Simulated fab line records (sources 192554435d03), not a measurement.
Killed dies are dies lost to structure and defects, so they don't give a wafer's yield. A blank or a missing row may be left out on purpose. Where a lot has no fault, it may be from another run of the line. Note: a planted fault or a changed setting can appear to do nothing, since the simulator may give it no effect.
Which tool is to blame? | flow n5-finfet | 12 lots, 36 wafers sampled, at 3 steps of a route of 1938

## WHAT THE GAUGES READ, wafer by wafer
N5_MIM_TOP_LITHO_OVL_MEAS_11. Usual: for MIM_TOP_OVL the level is -5 nm and the standard deviation is 5.5.
lot  | measured     | on         | MIM_TOP_OVL (nm) | flag
L757 | day 11 23:05 | overlay-02 | -4 -6 -10        |
L758 | day 12 19:25 | overlay-01 | 2 -4 -9          |
L761 | day 13 06:32 | overlay-01 | -5 -13 -6        |
L764 | day 13 20:28 | overlay-02 | -2 -8 3          |
L766 | day 14 13:51 | overlay-01 | 1 -11 -5         |
L767 | day 14 19:29 | overlay-01 | -12 -2 -9        |
L768 | day 15 09:12 | overlay-01 | -5 -3 4          |
L769 | day 15 01:48 | overlay-01 | -7 -1 -13        |
L770 | day 15 14:50 | overlay-02 | -13 -7 -2        |
L771 | day 15 11:40 | overlay-02 | -3 2 1           |
L773 | day 16 03:48 | overlay-01 | -6 1 -9          |
L772 | day 16 08:50 | overlay-02 | -12 -7 -5        |

## TOOL THAT RAN EACH LOT (tool first, then ch and the chambers of the sampled wafers, then the start)
lot  | N5_BEOL_M2_CVD_47                | N5_MIM_BOT_SPUTTER_00
L757 | cvd-co-02 ch 0,2, day 6 21:45    | pvd-sputter-01, day 11 21:24
L758 | cvd-co-02 ch 0,1, day 7 01:13    | pvd-sputter-01, day 12 17:43
L761 | cvd-co-01 ch 0,2, day 8 02:28    | pvd-sputter-03, day 13 05:05
L764 | cvd-co-01 ch 0,1,2, day 8 19:07  | pvd-sputter-03, day 13 18:37
L766 | cvd-co-02 ch 0,1,2, day 9 10:56  | pvd-sputter-02, day 14 11:56
L767 | cvd-co-02 ch 0,1, day 9 18:50    | pvd-sputter-02, day 14 17:28
L768 | cvd-co-02 ch 0,1,2, day 9 21:50  | pvd-sputter-03, day 15 07:39
L769 | cvd-co-02 ch 0,1,2, day 10 02:34 | pvd-sputter-03, day 15 00:24
L770 | cvd-co-02 ch 0,1,2, day 10 05:11 | pvd-sputter-03, day 15 11:32
L771 | cvd-co-02 ch 1,2, day 10 08:13   | pvd-sputter-02, day 15 08:00
L773 | cvd-co-02 ch 0,2, day 10 22:23   | pvd-sputter-02, day 16 01:25
L772 | cvd-co-02 ch 0,1,2, day 11 00:19 | pvd-sputter-01, day 16 07:08
- N5_BEOL_M2_CVD_47: deposits Co from CCTBA/H2, target thk 3 nm, time 223.8 s.
- N5_MIM_BOT_SPUTTER_00: material TiN, target thk 35 nm, time 89.7 s.

## AS READ BY THE TOOLS THEMSELVES (means over the sampled wafers that have a number; for cases with no such wafer, the mark the record gives instead)
N5_BEOL_M2_CVD_47. Usual: chamber-pressure-Torr 30.00 Torr, standard deviation 0.07.
lot  | tool      | chamber-pressure-Torr (Torr) | flag
L757 | cvd-co-02 | 29.99                        |
L758 | cvd-co-02 | 29.99                        |
L761 | cvd-co-01 | 30.04                        |
L764 | cvd-co-01 | 29.97                        |
L766 | cvd-co-02 | 29.99                        |
L767 | cvd-co-02 | 29.94                        |
L768 | cvd-co-02 | 30.00                        |
L769 | cvd-co-02 | 30.03                        |
L770 | cvd-co-02 | 30.02                        |
L771 | cvd-co-02 | 29.98                        |
L773 | cvd-co-02 | 30.00                        |
L772 | cvd-co-02 | 30.09                        |

N5_MIM_BOT_SPUTTER_00. Usual: cathode-dc-power-W 3000.0 W, standard deviation 0.54; throttle-valve-pct 29.8 %, standard deviation 0.79.
lot  | tool           | cathode-dc-power-W (W) | throttle-valve-pct (%) | flag
L757 | pvd-sputter-01 | 3000.2                 | 30.0                   |
L758 | pvd-sputter-01 | 2999.8                 | 30.1                   |
L761 | pvd-sputter-03 | 3000.1                 | 30.0                   |
L764 | pvd-sputter-03 | 2999.6                 | 30.1                   |
L766 | pvd-sputter-02 | 2999.7                 | 28.7                   |
L767 | pvd-sputter-02 | 2999.7                 | 28.8                   |
L768 | pvd-sputter-03 | 3000.0                 | 29.9                   |
L769 | pvd-sputter-03 | 3000.0                 | 30.3                   |
L770 | pvd-sputter-03 | 3000.5                 | 30.2                   |
L771 | pvd-sputter-02 | 3000.0                 | 28.8                   |
L773 | pvd-sputter-02 | 3000.6                 | 29.5                   |
L772 | pvd-sputter-01 | 3000.0                 | 31.2                   |

## THE ANSWER, worked out from the rows above alone
Rule: a lot counts as off when the mean over its wafers that have a number is more than 3 standard deviations away from the usual mean. Also off: a lot with no number at a reading for which 4 or more lots have one. Any other lot the step has rows for is counted as sound. After the gauges, taken in route order, come the tools' own readings; for these a lot's mean is taken, as printed above. At the first step where some lot is off, the reading lying furthest off is the one used; lots without a number count as furthest.
Nothing can be told from this: no lot is off at any reading shown.

## WHAT THE SIMULATOR HAD INSERTED
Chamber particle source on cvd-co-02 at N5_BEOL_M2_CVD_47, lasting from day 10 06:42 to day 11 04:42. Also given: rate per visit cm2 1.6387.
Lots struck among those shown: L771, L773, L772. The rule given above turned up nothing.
